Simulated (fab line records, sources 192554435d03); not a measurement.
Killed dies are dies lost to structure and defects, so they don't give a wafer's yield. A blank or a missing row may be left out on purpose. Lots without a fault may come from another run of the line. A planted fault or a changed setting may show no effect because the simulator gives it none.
fab line records | flow n5_finfet
record lots=4 wafers=12 last_day=16
route steps=1938 shown FIN_SAQP@125 FIN_CUT@154 PASSIVATION@1936
lots that met no fault: from a run of the same line without faults
start_h: hours from the record's first day to the start of the lot's first wafer shown | wait_h: hours since the lot's step before | " the same as in the row above | L1.1+2: a row that stands for several wafers | - no value, or no start given | * or withheld: withheld | < > ~ a bound
route shown NAME@n: a module of which the file shows steps, and the number in the route of the first | usual: mean/standard deviation of fault-free wafers | same: alike in all rows | chamber/n: place in a boat | sites: the reading at each site | _std_site: their standard deviation | _edge_site: outer sites' mean less inner sites' | radius_mm: how far each site lies from the wafer's centre | mask NAME#n: copy n | behind: the tool/chamber that last shaped the wafer | hold: why the lot was held/for how many hours/how that ended | device: the transistor (n, p or np) that didn't switch | end of line: the same wafers' tests at the end of the route | a step without rows: its recipe alone | killed: dies lost to structure and defects at the first sort, not the wafer's yield | map: a wafer's dies, x killed, . not, _ none there
set.NAME: the setting as run; set.NAME@STEP: as run at that earlier step | model.NAME: the simulator's own value behind a step, which no gauge read
lots at some steps of the route; a table a step, a row a wafer
## steps
# step N5_FIN_SAQP_SPACER1_ALD_24
# recipe material=SiO2 target_thk_a=203 temp_c=300 ald_precursor_family=BDEAS ald_co_reactant=O2-plasma pulse_time_s=1 purge_time_s=2 co_reactant_purge_time_s=2 ald_cycles=218 pressure_torr=2
# step N5_FIN_SAQP_SPACER1_ETCHBACK_25
# recipe chemistry=CHF3/O2 mode=anisotropic_etchback target=SiO2 target_depth_a=244 time_s=12.2 pressure_mtorr=30 source_w=650 bias_w=170 Ar_flow_sccm=200 CHF3_flow_sccm=50 O2_flow_sccm=5 ion_energy_ev=200
# step N5_FIN_SAQP_MANDREL1_REMOVE_56
# recipe chemistry=HBr/Cl2/O2 bt_time_s=10 target=a-Si stop_on=SiNx endpoint=OES-SiCl over_etch_frac=1 icp_w=600 bias_w=22 HBr_flow_sccm=150 Cl2_flow_sccm=80 O2_flow_sccm=5 pressure_mtorr=10
# step N5_FIN_SAQP_ETCH_57
# recipe chemistry=CH3F/O2 target=SiNx mask_material=SiO2 target_depth_a=325 time_s=46.4 pressure_mtorr=30 source_w=395 bias_w=73 Ar_flow_sccm=150 CH3F_flow_sccm=30 O2_flow_sccm=20 ion_energy_ev=120 ends=cleared
# step N5_FIN_SAQP_ETCH_65
# recipe chemistry=CF4 target=SiO2 target_depth_a=40 ion_energy_ev=350 time_s=4.4 pressure_mtorr=10 icp_w=800 bias_w=400 cf4_flow_sccm=80
# step N5_FIN_SAQP_MANDREL_ETCH_58
# recipe chemistry=HBr/Cl2 target=a-Si target_depth_a=450 bt_time_s=10 stop_on=SiNx mask_material=SiO2 over_etch_frac=0.8 time_s=27 pressure_mtorr=10 icp_w=800 bias_w=75 HBr_flow_sccm=150 Cl2_flow_sccm=80 ends=end_point
# step N5_FIN_SAQP_RECESS_63
# recipe chemistry=HF/NH3 target=SiO2 target_depth_a=180 afs_cycles=3 temp_c=30 sublimation_temp_c=180 sublimation_time_s=60
# step N5_FIN_SAQP_COAT_68
# recipe resist=SOC temp_c=250 time_s=60 spin_rpm=1500 resist_thk_nm=100
# step N5_FIN_SAQP_ETCH_69
# recipe chemistry=N2/H2 target=SOC target_depth_a=1500 stop_on=SiNx ion_energy_ev=100 bias_w=61 pressure_mtorr=30 source_w=850 n2_flow_sccm=200 h2_flow_sccm=200
# step N5_FIN_SAQP_ETCH_67
# recipe chemistry=CH3F/O2 target=SiNx target_depth_a=300 mask_material=SOC pressure_mtorr=30 source_w=395 bias_w=73 Ar_flow_sccm=150 CH3F_flow_sccm=30 O2_flow_sccm=20 ion_energy_ev=120
# step N5_FIN_SAQP_STRIP_70
# recipe chemistry=N2/H2 power_w=500 temp_c=40 pressure_mtorr=50 rf_frequency_hz=6e+07 overash_fraction=0.3 bias_power_w=28 h2_frac=0.5 n2_flow_sccm=300 h2_flow_sccm=300
# step N5_FIN_SAQP_RECESS_71
# recipe chemistry=HF/NH3 target=SiO2 target_depth_a=30 afs_cycles=1 temp_c=30 sublimation_temp_c=180 sublimation_time_s=60
# usual drypump_motor_current_A=5.9/0.36
# columns lot.wafer tool chamber start_h wait_h drypump_motor_current_A
L969.1 vapor_etch-02 0 56.20 0.0 5.6
L969.5 " 1 " " 6.4
L969.6 " 0 " " 5.6
L976.2 vapor_etch-02 0 99.49 0.0 5.6
L976.3 " 1 " " 6.5
L976.5 " 1 " " 6.4
L978.2 vapor_etch-02 1 108.91 0.0 6.5
L978.5 " 0 " " 5.6
L978.6 " 1 " " 6.4
L981.2 vapor_etch-01 0 127.33 0.0 5.8
L981.4 " 0 " " 5.8
L981.5 " 1 " " 5.7
# step N5_FIN_SAQP_SPACER2_ALD_28
# recipe material=SiO2 target_thk_a=81 temp_c=300 ald_precursor_family=BDEAS ald_co_reactant=O2-plasma pulse_time_s=1 purge_time_s=2 co_reactant_purge_time_s=2 pressure_torr=2
# step N5_FIN_SAQP_SPACER2_ETCHBACK_29
# recipe chemistry=CHF3/O2 mode=anisotropic_etchback target=SiO2 target_depth_a=122 time_s=6.1 pressure_mtorr=30 source_w=650 bias_w=170 Ar_flow_sccm=200 CHF3_flow_sccm=50 O2_flow_sccm=5 ion_energy_ev=200
# step N5_FIN_SAQP_MANDREL2_REMOVE_60
# recipe chemistry=HBr/Cl2/O2 bt_time_s=10 target=a-Si stop_on=SiNx endpoint=OES-SiCl over_etch_frac=1 icp_w=600 bias_w=22 HBr_flow_sccm=150 Cl2_flow_sccm=80 O2_flow_sccm=5 pressure_mtorr=10
# step N5_FIN_SAQP_HM_OPEN_33
# recipe chemistry=CH3F/O2 target=SiNx mask_material=SiO2 target_depth_a=494 time_s=70.6 pressure_mtorr=30 source_w=395 bias_w=73 Ar_flow_sccm=150 CH3F_flow_sccm=30 O2_flow_sccm=20 ion_energy_ev=120 ends=cleared
# step N5_FIN_SAQP_ETCH_34
# recipe chemistry=C4F6/O2 target=SiO2 target_depth_a=450 time_s=15 ion_energy_ev=250 pressure_mtorr=30 source_w=345 bias_w=185 Ar_flow_sccm=300 C4F6_flow_sccm=10 O2_flow_sccm=10 ends=cleared
# step N5_FIN_SAQP_STRIP_77
# recipe chemistry=N2/H2 time_s=90 power_w=100 temp_c=40 pressure_mtorr=100 rf_frequency_hz=6e+07 bias_power_w=3 n2_flow_sccm=300 h2_flow_sccm=300
# step N5_FIN_SAQP_ETCH_64
# recipe chemistry=CF4 target=SiO2 target_depth_a=15 ion_energy_ev=350 pressure_mtorr=10 icp_w=800 bias_w=400 cf4_flow_sccm=80
# step N5_FIN_SAQP_FIN_ETCH_36
# recipe chemistry=HBr/Cl2/O2 target_depth_a=1200 mask_material=SiNx time_s=50.4 bias_w=102 pressure_mtorr=10 icp_w=800 HBr_flow_sccm=150 Cl2_flow_sccm=80 O2_flow_sccm=12
# step N5_FIN_SAQP_PRECLEAN_38
# recipe chemistry=O3/DIW time_s=45 temp_c=22 o3_ppm=10
# step N5_FIN_SAQP_PRECLEAN_45
# recipe chemistry=dHF time_s=10 dilution=500:1 temp_c=25
# step N5_FIN_SAQP_SRD_39
# recipe dry=ipa_marangoni time_s=30 temp_c=23 rinse_liquid=diw
# step N5_FIN_SAQP_INSPECT_40
# recipe inspect_instrument=brightfield mode=aei
# usual raw_defect_count=242/66
# columns lot.wafer tool chamber start_h wait_h raw_defect_count
L969.1 defect_inspect-02 - 57.48 0.0 287
L969.5 " - " " 252
L969.6 " - " " 226
L976.2 defect_inspect-02 - 101.27 0.0 653
L976.3 " - " " 749
L976.5 " - " " 598
L978.2 defect_inspect-01 - 110.25 0.0 528
L978.5 " - " " 584
L978.6 " - " " 540
L981.2 defect_inspect-01 - 128.58 0.0 157
L981.4 " - " " 202
L981.5 " - " " 177
# step N5_FIN_CUT_COAT_18
# recipe resist=SOC temp_c=250 time_s=60 spin_rpm=1500 resist_thk_nm=230
# step N5_FIN_CUT_COAT_19
# recipe resist=SiARC temp_c=220 time_s=60 spin_rpm=1500 resist_thk_nm=20
# step N5_FIN_CUT_COAT_29
# recipe resist=underlayer temp_c=205 time_s=60 spin_rpm=1500 resist_thk_nm=10
# step N5_FIN_CUT_COAT_02
# recipe resist=CAR-EUV spin_rpm=1500 resist_thk_nm=30
# step N5_FIN_CUT_EBR_04
# recipe solvent=PGMEA ebr_width_mm=1.5
# step N5_FIN_CUT_SOFTBAKE_03
# recipe temp_c=110 time_s=60 resist=CAR-EUV
# step N5_FIN_CUT_EXPOSE_05
# recipe mask_id=FIN_CUT na=0.33 source_shape=annular sigma_inner=0.35 sigma_outer=0.8 polarization=unpolarized dose_mj=45.75
# step N5_FIN_CUT_PEB_06
# recipe peb_temp_c=100 peb_time_s=60 resist=CAR-EUV
# step N5_FIN_CUT_DEVELOP_07
# recipe develop_time_s=30 developer=TMAH resist=CAR-EUV rinse_liquid=surfactant_rinse dry=air_spin dev_temp_c=23
# step N5_FIN_CUT_INSPECT_10
# recipe mode=adi inspect_instrument=brightfield
# usual raw_defect_count=45/12
# columns lot.wafer tool chamber start_h wait_h raw_defect_count
L969.1 defect_inspect-01 - 57.88 0.1 47
L969.5 " - " " 49
L969.6 " - " " 35
L976.2 defect_inspect-01 - 101.66 0.0 396
L976.3 " - " " 425
L976.5 " - " " 422
L978.2 defect_inspect-01 - 110.77 0.0 410
L978.5 " - " " 414
L978.6 " - " " 409
L981.2 defect_inspect-01 - 129.10 0.0 28
L981.4 " - " " 23
L981.5 " - " " 23
# step N5_FIN_CUT_DESCUM_13
# recipe chemistry=O2 time_s=7 source_power_w=50 bias_power_w=20 pressure_mtorr=20 rf_frequency_hz=2.712e+07 temp_c=40 resist=CAR-EUV o2_flow_sccm=225
# step N5_PASSIVATION_PROBE_49
# usual killed_at_M0_to_M3=31/11 killed_at_M4_up=14/5.1 killed_at_contacts=12/5.6 killed_at_front_end=42/12 killed_at_other=3.8/2.9 killed_dies=103/18 killed_open=67/14 killed_short=33/8
# same gross_dies=1180 killed_at_back_side=0
# columns lot.wafer tool chamber start_h wait_h killed_at_M0_to_M3 killed_at_M4_up killed_at_contacts killed_at_front_end killed_at_other killed_dies killed_open killed_short
L976.2 prober-01 - 364.30 0.1 15 16 13 128 1 173 47 32
L976.3 prober-01 - 364.35 0.1 21 13 18 161 0 213 80 24
L976.5 prober-01 - 364.45 0.2 31 17 15 163 2 228 78 42
L978.2 prober-01 - 379.47 0.1 40 10 7 159 2 218 77 31
L978.5 prober-01 - 379.62 0.2 51 10 8 135 0 204 84 27
L978.6 prober-01 - 379.67 0.3 35 7 13 144 0 199 64 25
# killed by level:class
L976.2 FIN_SAQP:unspecified=90 MOL_CONTACT_COAG:geometric_particle:open=10 FIN_SAQP:geometric_particle:short=7 FIN_SAQP:geometric_particle:open=6 GATE_CUT:geometric_particle:open=5 BEOL_M4:geometric_particle:short=5 STI_FIN_REVEAL:geometric_particle:open=4 GATE_CUT:geometric_particle:short=4
L976.3 FIN_SAQP:unspecified=105 MOL_CONTACT_COAG:geometric_particle:open=17 STI_FIN_REVEAL:geometric_particle:open=16 FIN_SAQP:geometric_particle:open=11 BEOL_M0_SAQP:geometric_particle:open=6 GATE_CUT:geometric_particle:short=5 STARTING-WAFER:geometric_particle:open=5 FIN_SAQP:geometric_particle:short=4
L976.5 FIN_SAQP:unspecified=106 STI_FIN_REVEAL:geometric_particle:open=26 MOL_CONTACT_COAG:geometric_particle:open=12 BEOL_M4:geometric_particle:open=8 FIN_SAQP:geometric_particle:short=7 BEOL_M0_SAQP:geometric_particle:short=7 STI_FIN_REVEAL:geometric_particle:short=6 BEOL_M1:geometric_particle:open=6
L978.2 FIN_SAQP:unspecified=110 STI_FIN_REVEAL:geometric_particle:open=14 BEOL_M1:geometric_particle:open=14 BEOL_M5:geometric_particle:open=7 STI_FIN_REVEAL:geometric_particle:short=6 BEOL_M3:geometric_particle:open=6 FIN_SAQP:geometric_particle:open=5 DUMMY_GATE:geometric_particle:open=5
L978.5 FIN_SAQP:unspecified=93 BEOL_M1:geometric_particle:open=20 FIN_SAQP:geometric_particle:open=13 BEOL_M0_SAQP:geometric_particle:open=10 MOL_CONTACT_COAG:geometric_particle:open=8 STI_FIN_REVEAL:geometric_particle:open=7 BEOL_M1:geometric_particle:short=7 BEOL_M0_SAQP:geometric_particle:short=7
L978.6 FIN_SAQP:unspecified=109 MOL_CONTACT_COAG:geometric_particle:open=12 BEOL_M1:geometric_particle:open=7 BEOL_M3:geometric_particle:open=7 FIN_SAQP:geometric_particle:short=6 FIN_SAQP:geometric_particle:open=6 DUMMY_GATE:geometric_particle:open=6 BEOL_M0_SAQP:geometric_particle:open=5
# map L976.5 (x killed, . not)
_________________x..x........________________
______________x................._____________
___________xx..........x....x.x....__________
__________.......x..xx.............._________
________......xxx.xx.xxx.x....x.xxx..._______
_______x.....x..xxxxxxxxx.x........x...______
______..........x.xxxxx.xxxxxx.........._____
_____..........xxxxxxxxxxxxxx....x.......____
____...........xxxxxxxxxxx...x.....x......___
___.....xx......xxxxxxxxxxxx.xxx...........__
___...x.........xxxxxxxxxxxx...............__
__....x....xxx..x.xxxxxxxxx................._
__....x...........xxxxxxxx.x............x..x_
_........x........xxx.xxx.x..............x...
_........x....x.....x.xx........x...x.x......
_x.x..x...........x....x...................xx
_..x.......x.........xx....xx..x........x...x
_......................x...............x.....
_..........x.............x.......x.........x.
_.x...x..................xx..........x.......
_........................x.........x..x..x.x.
__x...x...........x....x..................x._
__...x....xx.x......x......x...x.....x......_
___....x........................x.........x__
___......xx........................x...x...__
____...x..........x.......................___
_____....x.....x...x.x.............x.....____
______..........x.................xx...._____
_______.........................xx.x...______
________.....x...................x...x_______
__________xx...........x...x........_________
___________...x................x.x.__________
______________...x..........x..._____________
_________________......x.....________________
# map L978.2 (x killed, . not)
_________________..........x.________________
______________.....x............_____________
___________.......xx.x.............__________
__________.........x..xx.x.x........_________
________..x..xx....xx..x.x.x.........._______
_______.....x....xxx.xxxxx...........xx______
______...xx.xxx.x.xxxxxxx.x.xx.........x_____
_____........x.x.xxxxxxxxxxxx.x.x........____
____x....x..x...xxxxxxxxxxx.x..x.....x...x___
___............xxxxxxxxxxxxxx...xx.........__
___..x..........xxxxxxxxxxxxxx........x..x.__
__...x..x.......x.xxxxxxxxxx............x.x._
__.....x.........xxxxxxxxxx................._
_......x.............x.xxx.....x.............
_x.................xxxx........x.....x.......
_.........x...........x.x.............x......
_......................x..............xx...x.
_.......................x.........x..........
_x..x.........x........x........x...........x
_.....x.......x.................x............
_.......x..................x.........x.x.....
__.....x....x...x......................x...._
__...x.......................x.....x........_
___.......x....x............x..............__
___..x...........................x.........__
____.................x....x...........x...___
_____.x......x.........x..............xxx____
______x.........x..............x..x....._____
_______...........................x....______
________x..x...x......................_______
__________x.......x.x....x.x......x._________
___________x.........x......xx.x...__________
______________...xx............._____________
_________________.........x..________________
## key
first_sign step=N5_FIN_SAQP_INSPECT_40 reading=raw_defect_count direction=up sigmas=5.5 usual=242 struck=609
effect step=N5_FIN_CUT_INSPECT_10 reading=raw_defect_count direction=up sigmas=32 usual=45 struck=413
effect step=N5_PASSIVATION_PROBE_49 reading=killed_at_front_end direction=up sigmas=8.6 usual=42 struck=148
more_kills_born_at N5_FIN_SAQP_RECESS_71@vapor_etch-02=612
met_at N5_FIN_SAQP_RECESS_71
struck_wafers L976.2,L976.3,L976.5,L978.2,L978.5,L978.6
tester_left_out L976,L978
onset_between 56.20 99.49
fault kind=chamber_particle_source tool=vapor_etch-02 chamber=- onset_h=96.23 steps=N5_FIN_SAQP_RECESS_71 rate_per_visit_cm2=0.56695 end_h=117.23
# tester_left_out: of these lots the tester's yield and bins aren't shown, on N5 and GAA mostly nor the transistor test; their killed dies are dies lost to structure and defects alone, not to doping, threshold or leakage, so they don't give the yield
